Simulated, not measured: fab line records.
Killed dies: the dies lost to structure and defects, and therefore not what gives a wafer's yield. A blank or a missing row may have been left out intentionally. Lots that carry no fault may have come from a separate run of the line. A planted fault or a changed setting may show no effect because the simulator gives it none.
fab line records	flow nand_harc
record: lots: 11	wafers: 33	last_day: 24
route steps=1159 shown A_STAIRCASE@531 END@1159
lots that met no fault: taken from a fault-free run of the same line
start_h: the number of hours between the record's first day and the start of the first shown wafer of the lot	wait_h: time in hours since the lot's previous step	" same as the row above	L1.1+2: a single row standing in for several wafers	- no value present, or no start provided	* or withheld: withheld	< > ~ a bound
route shown NAME@n: names a module that has steps shown in the file, with the first one's number in the route	usual: average and standard deviation across the fault-free wafers	same: alike in all rows	chamber/n: place in a boat	sites: each site's reading	_std_site: standard deviation of those values	_edge_site: mean of outer sites minus mean of inner sites	radius_mm: for every site, how far away it sits from the centre of the wafer	mask NAME#n: copy n	behind: the tool/chamber that last shaped the wafer	hold: why the lot went on hold/how many hours it stayed there/how the hold came to an end	device: which transistor (n, p or np) failed to switch	end of line: the same wafers' tests at the end of the route	step lacking rows: just its recipe	killed: at the first sort, the dies lost to defects and structure; wafer yield is something else	map: the dies of a wafer, with x for killed, . for not killed, _ for no die there
set.NAME: setting as actually run; set.NAME@STEP: the setting as run at that earlier step	model.NAME: the simulator's own value behind a step, which no gauge read
the route's steps for a sample of lots (tables are steps, rows are wafers)
services: the hour from which a tool's chamber was out of use, counted from the record's first day as start_h (under 0 if before that day), plus the number of hours and why
== steps ==
step: NHARC_A_STAIRCASE_ETCH_169
recipe: target_depth_a: 500	time_s: 107.1	ion_energy_ev: 120	ch3f_flow_sccm: 50	o2_flow_sccm: 30	ar_flow_sccm: 200	rf_w: 500	bias_w: 100	chemistry: CH3F/O2
usual: drypump_motor_current_A: 5.8/0.33	oes_product_au: 0.946/0.022	rf_vpp_V: 244.9/1.6	showerhead_plenum_p_Torr: 2.49/0.088	throttle_valve_pct: 20.664/0.0085
lot.wafer	tool	chamber	start_h	wait_h	drypump_motor_current_A	oes_product_au	rf_hours_counter_h	rf_vpp_V	showerhead_plenum_p_Torr	throttle_valve_pct
L937.1	rie_diel-08	3	225.69	0.1	5.7	0.991	34	242.8	2.40	20.668
L937.6	"	3	"	"	5.7	0.989	-	244.1	2.40	20.644
L937.5	"	0	"	"	6.0	0.965	-	244.9	2.57	20.647
L938.2	rie_diel-08	0	242.04	0.1	6.0	0.930	38	246.5	2.57	20.677
L938.4	"	1	"	"	5.2	0.929	40	245.2	2.53	20.676
L938.1	"	2	"	"	5.6	0.914	32	242.0	2.35	20.657
L940.1	rie_diel-05	3	246.33	0.1	6.3	0.962	28	245.4	2.49	20.665
L940.6	"	3	"	"	6.2	0.970	-	244.3	2.49	20.669
L940.5	"	0	"	"	6.1	0.988	-	247.2	2.62	20.668
L942.3	rie_diel-08	2	257.68	0.1	5.6	0.916	37	239.9	2.35	20.667
L942.1	"	3	"	"	5.7	0.917	44	242.3	2.40	20.654
L942.2	"	0	"	"	6.0	0.913	44	246.3	2.57	20.672
L939.2	rie_diel-08	0	257.86	0.1	6.0	0.930	44	246.7	2.57	20.665
L939.4	"	1	"	"	5.2	0.925	46	244.3	2.53	20.658
L939.6	"	1	"	"	5.2	0.923	-	245.9	2.53	20.664
L946.4	rie_diel-05	2	288.92	0.1	5.7	0.968	-	244.8	2.47	20.662
L946.6	"	3	"	"	6.2	0.962	-	244.3	2.48	20.654
L946.5	"	1	"	"	5.9	0.960	-	244.7	2.59	20.649
L947.1	rie_diel-08	2	299.77	0.1	5.6	0.970	54	241.7	2.34	20.666
L947.4	"	0	"	"	6.0	0.965	62	245.6	2.56	20.677
L947.6	"	1	"	"	5.2	0.957	-	245.7	2.52	20.671
L952.4	rie_diel-05	0	326.58	0.1	6.1	0.935	54	246.8	2.61	20.662
L952.3	"	1	"	"	5.9	0.938	53	246.4	2.58	20.657
L952.6	"	3	"	"	6.3	0.922	-	245.7	2.48	20.663
L954.3	rie_diel-05	1	331.37	0.1	5.9	0.931	54	247.5	2.58	20.663
L954.1	"	0	"	"	6.1	0.925	55	245.2	2.61	20.675
L954.6	"	1	"	"	5.9	0.936	-	246.7	2.58	20.666
L957.2	rie_diel-13	1	351.76	0.1	6.2	0.959	28	244.2	2.39	20.683
L957.3	"	2	"	"	5.8	0.949	24	245.1	2.47	20.664
L957.6	"	3	"	"	6.3	0.939	-	244.9	2.54	20.671
L960.3	rie_diel-13	3	364.03	0.1	6.3	0.957	33	246.9	2.54	20.646
L960.6	"	0	"	"	5.9	0.979	-	246.2	2.65	20.656
L960.5	"	1	"	"	6.2	0.973	-	242.4	2.39	20.669
step: NHARC_A_STAIRCASE_ETCH_170
recipe: target_depth_a: 2000	time_s: 66.667	ion_energy_ev: 250	c4f6_flow_sccm: 25	o2_flow_sccm: 20	ar_flow_sccm: 500	rf_w: 600	bias_w: 500	chemistry: C4F6/O2
usual: drypump_motor_current_A: 5.8/0.34	oes_product_au: 0.960/0.017	rf_vpp_V: 548.2/2.7	showerhead_plenum_p_Torr: 3.98/0.13	throttle_valve_pct: 26.903/0.0082
lot.wafer	tool	chamber	start_h	wait_h	drypump_motor_current_A	oes_product_au	rf_hours_counter_h	rf_vpp_V	showerhead_plenum_p_Torr	throttle_valve_pct
L937.1	rie_diel-08	2	-	-	5.6	0.976	26	543.8	3.77	26.907
L937.5	"	0	"	"	6.0	0.982	-	552.0	4.09	26.906
L937.6	"	1	"	"	5.2	0.972	-	549.7	4.03	26.890
L938.4	rie_diel-08	0	-	-	6.0	0.959	39	551.0	4.09	26.892
L938.1	"	2	"	"	5.6	0.932	32	544.6	3.76	26.894
L938.2	"	3	"	"	5.7	0.970	39	545.4	3.84	26.911
L940.1	rie_diel-05	3	-	-	6.3	0.920	28	547.4	3.97	26.905
L940.5	"	1	"	"	5.9	0.922	-	550.9	4.12	26.891
L940.6	"	2	"	"	5.6	0.934	-	546.3	3.95	26.907
L942.2	rie_diel-08	0	-	-	6.0	0.954	44	550.0	4.09	26.897
L942.1	"	1	"	"	5.2	0.937	46	549.1	4.02	26.893
L942.3	"	2	"	"	5.6	0.950	37	542.6	3.76	26.913
L939.4	rie_diel-08	1	-	-	5.1	0.961	46	548.4	4.02	26.899
L939.2	"	0	"	"	6.0	0.968	44	550.1	4.09	26.897
L939.6	"	1	"	"	5.2	0.957	-	548.7	4.02	26.903
L946.4	rie_diel-05	1	-	-	5.9	0.975	-	551.3	4.12	26.914
L946.5	"	2	"	"	5.7	0.977	-	545.8	3.94	26.896
L946.6	"	3	"	"	6.3	0.970	-	547.6	3.96	26.900
L947.1	rie_diel-08	1	-	-	5.2	0.972	59	549.0	4.02	26.896
L947.4	"	2	"	"	5.6	0.987	54	543.9	3.75	26.905
L947.6	"	2	"	"	5.6	0.974	-	543.0	3.75	26.914
L952.3	rie_diel-05	0	-	-	6.1	0.945	54	551.6	4.15	26.891
L952.4	"	1	"	"	5.9	0.941	53	550.9	4.11	26.903
L952.6	"	2	"	"	5.7	0.951	-	547.8	3.93	26.909
L954.3	rie_diel-05	1	-	-	5.9	0.948	54	552.7	4.11	26.891
L954.1	"	2	"	"	5.6	0.950	59	546.9	3.93	26.904
L954.6	"	2	"	"	5.6	0.952	-	546.7	3.93	26.900
L957.3	rie_diel-13	1	-	-	6.3	0.971	28	545.1	3.82	26.908
L957.2	"	2	"	"	5.8	0.966	24	547.7	3.95	26.896
L957.6	"	1	"	"	6.3	0.964	-	544.6	3.82	26.911
L960.3	rie_diel-13	0	-	-	5.9	0.989	32	553.1	4.21	26.906
L960.5	"	1	"	"	6.2	0.965	-	545.1	3.81	26.897
L960.6	"	2	"	"	5.8	0.970	-	546.2	3.94	26.913
step: NHARC_A_STAIRCASE_ETCH_15
recipe: target_depth_a: 1000	time_s: 40.5	ion_energy_ev: 400	c4f8_flow_sccm: 20	o2_flow_sccm: 10	ar_flow_sccm: withheld	rf_w: 600	bias_w: 1000	chemistry: C4F8/O2
usual: oes_product_au: 0.939/0.011	rf_vpp_V: 897/4.7
lot.wafer	tool	chamber	start_h	wait_h	oes_product_au	rf_hours_counter_h	rf_vpp_V
L937.1	rie_diel-13	0	228.36	-	0.923	55	888
L937.6	"	3	"	"	0.938	-	900
L937.5	"	0	"	"	0.932	-	888
L938.1	rie_diel-08	1	244.13	-	0.947	40	899
L938.4	"	2	"	"	0.936	32	891
L938.2	"	3	"	"	0.955	39	894
L940.1	rie_diel-05	0	250.00	-	0.944	29	905
L940.6	"	0	"	"	0.965	-	904
L940.5	"	1	"	"	0.946	-	902
L942.3	rie_diel-05	1	259.97	-	0.949	32	902
L942.2	"	2	"	"	0.950	33	897
L942.1	"	3	"	"	0.950	33	898
L939.4	rie_diel-13	3	260.10	-	0.960	25	902
L939.2	"	0	"	"	0.936	64	886
L939.6	"	1	"	"	0.943	-	891
L946.5	rie_diel-05	3	291.31	-	0.927	-	896
L946.4	"	1	"	"	0.933	-	903
L946.6	"	2	"	"	0.922	-	896
L947.4	rie_diel-08	2	302.01	-	0.759	55	890
L947.1	"	0	"	"	0.760	63	901
L947.6	"	3	"	"	0.762	-	894
L952.3	rie_diel-08	1	328.88	-	0.761	6	900
L952.4	"	1	"	"	0.757	-	900
L952.6	"	0	"	"	0.759	-	901
L954.1	rie_diel-13	1	334.33	-	0.925	19	893
L954.3	"	2	"	"	0.924	16	898
L954.6	"	1	"	"	0.920	-	893
L957.3	rie_diel-13	3	354.19	-	0.932	27	899
L957.2	"	0	"	"	0.935	27	906
L957.6	"	3	"	"	0.927	-	901
L960.3	rie_diel-05	0	366.69	-	0.963	7	903
L960.6	"	2	"	"	0.950	-	896
L960.5	"	3	"	"	0.951	-	897
step: NHARC_A_STAIRCASE_TRIM_22
recipe: time_s: 211.2	o2_flow_sccm: 500	ar_flow_sccm: 0	bias_w: 0	chemistry: O2
usual: drypump_motor_current_A: 5.9/0.31	oes_product_au: 1.000/0.0074	rf_vpp_V: 57.9/0.86	showerhead_plenum_p_Torr: 3.58/0.13	throttle_valve_pct: 17.035/0.0096
lot.wafer	tool	chamber	start_h	wait_h	drypump_motor_current_A	oes_product_au	rf_hours_counter_h	rf_vpp_V	showerhead_plenum_p_Torr	throttle_valve_pct
L937.1	rie_diel-05	0	-	-	6.1	1.004	22	58.1	3.76	17.056
L937.5	"	2	"	"	5.6	1.008	-	57.3	3.55	17.040
L937.6	"	3	"	"	6.3	1.000	-	58.1	3.57	17.033
L938.4	rie_diel-08	0	-	-	6.0	1.015	39	58.4	3.68	17.031
L938.1	"	1	"	"	5.2	1.003	40	57.8	3.62	17.043
L938.2	"	2	"	"	5.6	1.008	33	57.1	3.38	17.038
L940.1	rie_diel-13	3	-	-	6.4	1.000	23	58.1	3.66	17.027
L940.5	"	2	"	"	5.8	1.005	-	57.4	3.57	17.024
L940.6	"	3	"	"	6.4	1.006	-	56.8	3.66	17.022
L939.2	rie_diel-13	1	-	-	6.3	1.009	65	58.3	3.45	17.049
L939.4	"	2	"	"	5.8	1.001	61	58.3	3.56	17.045
L939.6	"	0	"	"	5.9	0.998	-	58.4	3.28	17.032
L942.2	rie_diel-05	3	-	-	6.3	0.991	34	57.9	3.57	17.048
L942.3	"	1	"	"	5.9	1.000	33	59.1	3.71	17.026
L942.1	"	2	"	"	5.6	1.018	34	59.1	3.55	17.024
L946.6	rie_diel-08	0	-	-	6.0	0.997	-	58.1	3.67	17.017
L946.4	"	2	"	"	5.6	0.989	-	57.3	3.37	17.047
L946.5	"	3	"	"	5.7	1.003	-	57.6	3.44	17.035
L947.1	rie_diel-13	1	-	-	6.2	1.001	8	57.8	3.44	17.017
L947.4	"	0	"	"	5.9	1.000	7	58.8	3.80	17.019
L947.6	"	1	"	"	6.3	0.991	-	57.4	3.44	17.043
L952.4	rie_diel-13	2	-	-	5.8	1.006	14	58.1	3.55	17.032
L952.3	"	0	"	"	5.9	1.000	18	60.2	3.80	17.019
L952.6	"	3	"	"	6.3	0.989	-	57.8	3.65	17.048
L954.3	rie_diel-13	3	-	-	6.4	0.999	20	57.7	3.64	17.046
L954.1	"	0	"	"	5.9	0.989	20	58.9	3.80	17.052
L954.6	"	1	"	"	6.3	1.004	-	56.9	3.43	17.018
L957.2	rie_diel-08	0	-	-	6.0	0.993	19	57.7	3.66	17.025
L957.3	"	1	"	"	5.2	0.986	18	57.9	3.60	17.040
L957.6	"	3	"	"	5.7	1.004	-	57.0	3.43	17.038
L960.3	rie_diel-05	3	-	-	6.3	0.995	7	57.9	3.55	17.024
L960.5	"	1	"	"	5.9	0.990	-	57.6	3.69	17.039
L960.6	"	2	"	"	5.6	1.011	-	58.3	3.53	17.035
step: NHARC_END_SORT_01
recipe: temp_c: 25
usual: killed_at_array: 31/12	killed_at_other: 0.6/0.85	killed_at_periphery: 3.0/2.3	killed_dies: 35/12	killed_open: 3.2/1.9	killed_short: 1.8/1.4
same: gross_dies: 677
lot.wafer	tool	chamber	start_h	wait_h	killed_at_array	killed_at_other	killed_at_periphery	killed_dies	killed_open	killed_short
L947.1	prober-01	0	508.69	2.5	675	1	1	677	4	2
L947.4	prober-01	0	511.11	3.4	673	2	2	677	3	1
L947.6	prober-01	0	512.73	4.0	676	1	0	677	1	0
L954.1	prober-02	0	533.78	2.5	35	1	4	40	4	2
L954.3	prober-02	0	535.35	3.0	42	0	2	44	1	2
L954.6	prober-02	0	537.71	3.9	38	1	4	43	2	2
L952.3	prober-01	0	535.45	3.1	675	0	2	677	1	2
L952.4	prober-01	0	536.25	3.4	673	1	3	677	5	2
L952.6	prober-01	0	537.84	4.0	672	4	1	677	2	0
L957.6	prober-01	0	555.54	4.0	26	1	4	31	6	1
killed by level:class
L947.1 A_STAIRCASE:area_etch=630 A_SLIT:chamber_film_flake=17 A_CHANNEL_HOLE_D1:chamber_film_flake=14 A_STAIRCASE:chamber_film_flake=6 A_CONTACT:geometric_particle:open=2 A_CONTACT:chamber_film_flake=2 P_CONTACT:geometric_particle:open=1 A_ONON_D1:geometric_particle:open=1
L947.4 A_STAIRCASE:area_etch=640 A_CHANNEL_HOLE_D1:chamber_film_flake=14 A_SLIT:chamber_film_flake=11 A_STAIRCASE:chamber_film_flake=3 A_ONON_D1:geometric_particle:open=2 A_WL_FILL:chamber_film_flake=2 THIN_TSV:chamber_film_flake=2 P_M0:geometric_particle:short=1
L947.6 A_STAIRCASE:area_etch=645 A_SLIT:chamber_film_flake=13 A_CHANNEL_HOLE_D1:chamber_film_flake=12 A_WL_FILL:chamber_film_flake=3 A_CONTACT:chamber_film_flake=2 A_ONON_D1:geometric_particle:open=1 THIN_TSV:chamber_film_flake=1
L954.1 A_CHANNEL_HOLE_D1:chamber_film_flake=19 A_CONTACT:chamber_film_flake=4 A_BLC:chamber_film_flake=3 A_SLIT:chamber_film_flake=3 P_BONDPAD:chamber_film_flake=2 P_M0:geometric_particle:open=1 A_ONON_D1:geometric_particle:open=1 A_CHANNEL_HOLE_D1:geometric_particle:open=1
L954.3 A_CHANNEL_HOLE_D1:chamber_film_flake=29 A_BLC:chamber_film_flake=5 A_SLIT:chamber_film_flake=3 A_ZERO_WELL:chamber_film_flake=2 P_M0:geometric_particle:short=1 A_CHANNEL_FILL_D1:geometric_particle:short=1 A_M1:geometric_particle:open=1 P_ZERO_WELL:chamber_film_flake=1
L952.3 A_STAIRCASE:area_etch=641 A_CHANNEL_HOLE_D1:chamber_film_flake=25 A_STAIRCASE:chamber_film_flake=3 A_WL_FILL:chamber_film_flake=3 P_M0:geometric_particle:short=1 A_CHANNEL_FILL_D1:geometric_particle:short=1 A_CONTACT:geometric_particle:open=1 P_M2:chamber_film_flake=1
L952.4 A_STAIRCASE:area_etch=644 A_CHANNEL_HOLE_D1:chamber_film_flake=21 A_STAIRCASE:chamber_film_flake=3 P_STI:geometric_particle:open=1 P_CONTACT:geometric_particle:open=1 P_BONDPAD:geometric_particle:open=1 A_SGD_CUT:geometric_particle:short=1 A_SGD_CUT:geometric_particle:open=1
L954.6 A_CHANNEL_HOLE_D1:chamber_film_flake=23 A_SLIT:chamber_film_flake=4 A_BLC:chamber_film_flake=3 P_BONDPAD:chamber_film_flake=2 A_STAIRCASE:chamber_film_flake=2 A_CONTACT:chamber_film_flake=2 A_SOURCE_PLATE:geometric_particle:short=1 A_ONON_D1:geometric_particle:short=1
L952.6 A_STAIRCASE:area_etch=634 A_CHANNEL_HOLE_D1:chamber_film_flake=29 A_STAIRCASE:chamber_film_flake=4 THIN_TSV:chamber_film_flake=3 A_WL_FILL:chamber_film_flake=2 A_CONTACT:chamber_film_flake=2 A_SGD_CUT:geometric_particle:open=1 STARTING-WAFER:geometric_particle:open=1
L957.6 A_SLIT:chamber_film_flake=11 A_CHANNEL_HOLE_D1:chamber_film_flake=7 A_CONTACT:geometric_particle:open=3 P_M0:chamber_film_flake=3 P_CONTACT:geometric_particle:open=1 A_WL_FILL:geometric_particle:open=1 A_M0:geometric_particle:open=1 STARTING-WAFER:geometric_particle:short=1
== services ==
tool	chamber	start_h	hours	kind
rie_diel-08	0	207.63	-	clean
rie_diel-08	1	207.63	-	clean
rie_diel-08	2	207.63	-	clean
rie_diel-08	3	207.63	-	clean
rie_diel-13	1	219.31	4.5	repair
rie_diel-08	-	219.92	0.8	repair
rie_diel-08	0	232.13	-	clean
rie_diel-08	1	232.13	-	clean
rie_diel-08	2	232.13	-	clean
rie_diel-08	3	232.13	-	clean
rie_diel-08	0	256.63	-	clean
rie_diel-08	1	256.63	-	clean
rie_diel-08	2	256.63	-	clean
rie_diel-08	3	256.63	-	clean
rie_diel-13	3	261.93	3.9	repair
rie_diel-05	1	263.63	6.6	repair
rie_diel-13	-	276.14	9.0	pm
rie_diel-08	0	281.61	-	clean
rie_diel-08	1	281.61	-	clean
rie_diel-08	2	281.61	-	clean
rie_diel-08	3	281.61	-	clean
rie_diel-08	0	302.18	9.0	vent_cycle
rie_diel-08	3	325.44	4.3	repair
rie_diel-05	-	341.54	9.0	pm
== key ==
first_sign: step: NHARC_A_STAIRCASE_ETCH_15	reading: oes_product_au	direction: down	sigmas: 17	usual: 0.939	struck: 0.760
effect: step: NHARC_END_SORT_01	reading: killed_dies	direction: up	sigmas: 56	usual: 35	struck: 677
more_kills_born_at: NHARC_A_STAIRCASE_ETCH_15@rie_diel-08: 3834
met_at NHARC_A_STAIRCASE_ETCH_15
struck_lots L947,L952
later_rows_left_out L947.1,L947.4,L947.6,L952.3,L952.4,L952.6
tester_left_out L947,L952
not_acting_at NHARC_A_STAIRCASE_ETCH_169,NHARC_A_STAIRCASE_ETCH_170,NHARC_A_STAIRCASE_TRIM_22
onset_between 244.13 302.01
fault: kind: process_parameter_drift	tool: rie_diel-08	chamber: -	onset_h: 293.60	steps: NHARC_A_STAIRCASE_ETCH_15	channel: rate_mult	offset: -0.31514	shape: step	end_h: 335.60
tester_left_out: of these lots the tester's yield and bins aren't shown, on N5 and GAA mostly nor the transistor test; their killed dies are dies lost to structure and defects alone, not to doping, threshold or leakage, so they don't give the yield
later_rows_left_out: the simulator's readings of these wafers behind a module that went badly wrong aren't trusted and aren't shown, but for the sort
